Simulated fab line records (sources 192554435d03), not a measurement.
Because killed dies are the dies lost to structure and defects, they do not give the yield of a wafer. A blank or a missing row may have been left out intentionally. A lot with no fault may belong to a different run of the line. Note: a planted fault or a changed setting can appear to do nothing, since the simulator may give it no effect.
Chamber matching | flow n5 finfet | N5_WELL_APT_DESCUM_30 on rie diel-01 has 4 sister chambers
The step chemistry O2, time 7.9 s. 16 wafers are shown with their chamber, then 8 later ones without.

== WAFERS PAIRED WITH THEIR CHAMBERS ==
wafer  | chamber | drypump motor current A (A) | throttle valve pct (%) | showerhead plenum p Torr (Torr)
L074.3 | 3       | 6.1                         | 19.98                  | 2.05
L074.4 | 0       | 4.8                         | 20.67                  | 2.08
L074.5 | 3       | 6.1                         | 19.96                  | 2.05
L080.1 | 2       | 5.8                         | 20.87                  | 2.08
L080.4 | 1       | 6.4                         | 20.67                  | 2.08
L080.5 | 2       | 5.8                         | 20.84                  | 2.08
L082.1 | 2       | 5.8                         | 20.86                  | 2.08
L082.4 | 0       | 4.8                         | 20.70                  | 2.07
L082.5 | 2       | 5.8                         | 20.86                  | 2.08
L088.1 | 0       | 4.8                         | 20.71                  | 2.07
L088.2 | 1       | 6.3                         | 20.69                  | 2.07
L088.3 | 3       | 6.1                         | 20.00                  | 2.04
L093.2 | 1       | 6.3                         | 20.70                  | 2.07
L093.3 | 0       | 4.8                         | 20.74                  | 2.07
L093.6 | 2       | 5.8                         | 20.61                  | 2.08
L094.1 | 1       | 6.3                         | 20.70                  | 2.07

SIGNATURES, as means of the wafers listed above
reading                  | chamber 0 | chamber 1 | chamber 2 | chamber 3 | scatter within a chamber
drypump motor current A  | 4.800     | 6.325     | 5.800     | 6.100     | 0.025
throttle valve pct       | 20.7050   | 20.6900   | 20.8080   | 19.9800   | 0.0667
showerhead plenum p Torr | 2.0725    | 2.0725    | 2.0800    | 2.0467    | 0.00425
Rule: for each reading, subtract the chamber's mean from the wafer's reading, divide by that reading's scatter and square the result; add these up over the readings and take the root, which gives the wafer's distance from the chamber. If the next closest chamber is less than 2 further off than the closest, the wafer can't be placed; otherwise it belongs to the closest. The scatter is the square root of a quotient: the sum, over the shown wafers, of each reading's squared deviation from its chamber's mean, divided by wafers minus chambers.

== WAFERS WITHOUT THEIR CHAMBER ==
wafer  | drypump motor current A (A) | throttle valve pct (%) | showerhead plenum p Torr (Torr)
L094.2 | 4.9                         | 20.73                  | 2.07
L094.4 | 6.3                         | 20.69                  | 2.07
L095.4 | 4.8                         | 20.74                  | 2.06
L095.5 | 6.1                         | 20.03                  | 2.04
L095.6 | 6.4                         | 20.69                  | 2.07
L097.2 | 6.3                         | 20.72                  | 2.07
L097.3 | 4.9                         | 20.75                  | 2.06
L097.6 | 5.8                         | 20.62                  | 2.07

== WHICH CHAMBER EACH WENT THROUGH ==
wafer  | from the rows above | in truth
L094.2 | 0                   | 0
L094.4 | 1                   | 1
L095.4 | 0                   | 0
L095.5 | 3                   | 3
L095.6 | 1                   | 1
L097.2 | 1                   | 1
L097.3 | 0                   | 0
L097.6 | 2                   | 2
8 of 8 placed correctly. Can't be placed from these rows: 0. Placed wrongly: 0.
